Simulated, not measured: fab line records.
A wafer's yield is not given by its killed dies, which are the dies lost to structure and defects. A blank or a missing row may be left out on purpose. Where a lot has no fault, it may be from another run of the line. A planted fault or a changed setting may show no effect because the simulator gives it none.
Which of the tools did it? / flow nand-harc / 6 lots with 18 wafers sampled at 3 steps, on a route of 1302 steps

## WHAT THE GAUGES SHOWED, per wafer
NHARC_END_SORT_01.
lot=L246; measured=day 25 22:43; on=prober-02; killed-at-other=0 1 1
lot=L250; measured=day 29 09:44; on=prober-01; killed-at-other=0 0 0
lot=L252; measured=day 29 03:34; on=prober-01; killed-at-other=1 5 1

## WHAT TOOL EACH LOT RAN ON (gives the tool, then ch and the chambers of the sampled wafers, and finally the start)
lot=L242; NHARC_A_DECK1_JOINT_CMP_02=cmp-02 ch 0,3, day 13 00:03; NHARC_A_ONON_D2_DEP_33=pecvd-01 ch 0,2, day 13 16:46
lot=L243; NHARC_A_DECK1_JOINT_CMP_02=cmp-02 ch 0,2,3, day 12 23:52; NHARC_A_ONON_D2_DEP_33=pecvd-02 ch 0,1,2, day 13 16:37
lot=L246; NHARC_A_DECK1_JOINT_CMP_02=cmp-01 ch 0,3, day 14 09:06; NHARC_A_ONON_D2_DEP_33=pecvd-01 ch 0,2, day 14 22:31
lot=L250; NHARC_A_DECK1_JOINT_CMP_02=cmp-01 ch 0,1,3, day 16 04:47; NHARC_A_ONON_D2_DEP_33=pecvd-01 ch 0,2, day 16 18:08
lot=L252; NHARC_A_DECK1_JOINT_CMP_02=cmp-02 ch 0,1, day 16 20:41; NHARC_A_ONON_D2_DEP_33=pecvd-02 ch 1,2, day 17 10:06
lot=L259; NHARC_A_DECK1_JOINT_CMP_02=cmp-01 ch 1,2, day 19 16:07; NHARC_A_ONON_D2_DEP_33=pecvd-02 ch 0,1, day 20 05:50
- NHARC_A_DECK1_JOINT_CMP_02: polishes SiOx.
- NHARC_A_ONON_D2_DEP_33: deposits SiO2, target thk 200 nm.

## THE ANSWER, worked out from the rows above alone
Rule: the usual values come from the lots themselves. Put in order of their means at a reading, lots are off if they are a third of the lots or fewer, leave a main group of 4 or more, and stand apart from it by a gap of 3 or more times the standard deviation of the main group's means; of several such gaps the widest counts. If all means in a main group match to the digits the tables above print for the reading, that group is not used. Also off: a lot with no number at a reading for which 4 or more lots have one. The other lots that the step has rows for count as sound.
Nothing can be told from this: no lot is off at any reading shown.

## WHAT THE SIMULATOR HAD PUT IN
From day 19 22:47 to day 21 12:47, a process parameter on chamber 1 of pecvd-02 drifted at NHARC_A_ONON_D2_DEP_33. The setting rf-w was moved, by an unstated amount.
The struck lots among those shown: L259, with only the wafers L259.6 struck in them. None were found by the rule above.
